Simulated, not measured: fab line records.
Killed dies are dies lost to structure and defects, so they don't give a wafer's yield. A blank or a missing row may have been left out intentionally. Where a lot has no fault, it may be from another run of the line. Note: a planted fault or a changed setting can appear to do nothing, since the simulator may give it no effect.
Chamber matching | flow nand harc | NHARC_A_STAIRCASE_ETCH_292 on rie diel-01 has 4 sister chambers
The step etches the open film in CF4/CHF3. 4 wafers are shown with their chamber, then 7 later ones without.

WAFERS PAIRED WITH THEIR CHAMBERS
wafer  | chamber | showerhead plenum p Torr (Torr)
L080.2 | 1       | 1.63
L083.1 | 3       | 1.47
L093.1 | 0       | 1.51
L093.4 | 2       | 1.49

WAFERS WITH NO CHAMBER GIVEN
wafer  | showerhead plenum p Torr (Torr)
L093.5 | 1.70
L091.1 | 1.49
L091.2 | 1.51
L091.3 | 1.63
L095.2 | 1.69
L095.5 | 1.51
L095.6 | 1.63

WHICH CHAMBER EACH ONE RAN IN
wafer  | from the rows above          | in truth
L093.5 | 1                            | 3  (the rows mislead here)
L091.1 | can't be placed: 2 or 0 or 3 | 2
L091.2 | can't be placed: 0 or 2 or 3 | 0
L091.3 | 1                            | 1
L095.2 | 1                            | 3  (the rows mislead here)
L095.5 | can't be placed: 0 or 2 or 3 | 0
L095.6 | 1                            | 1
Placed correctly: 2 of 7. From these rows, 3 cannot be placed; in 3 the true chamber is one of the candidates. Number placed wrongly: 2.
How it was worked out, from the rows above alone: a wafer's distance from a chamber is the root of the sum, over the readings, of the square of ((its reading less the chamber's mean) divided by the reading's scatter). The wafer belongs to the nearest chamber; if the next one is less than 2 further off, it can't be placed. A chamber's mean is the mean of its shown wafers. The scatter: root of mean squared gap, hidden wafer to nearest shown wafer, with one shown wafer a chamber.
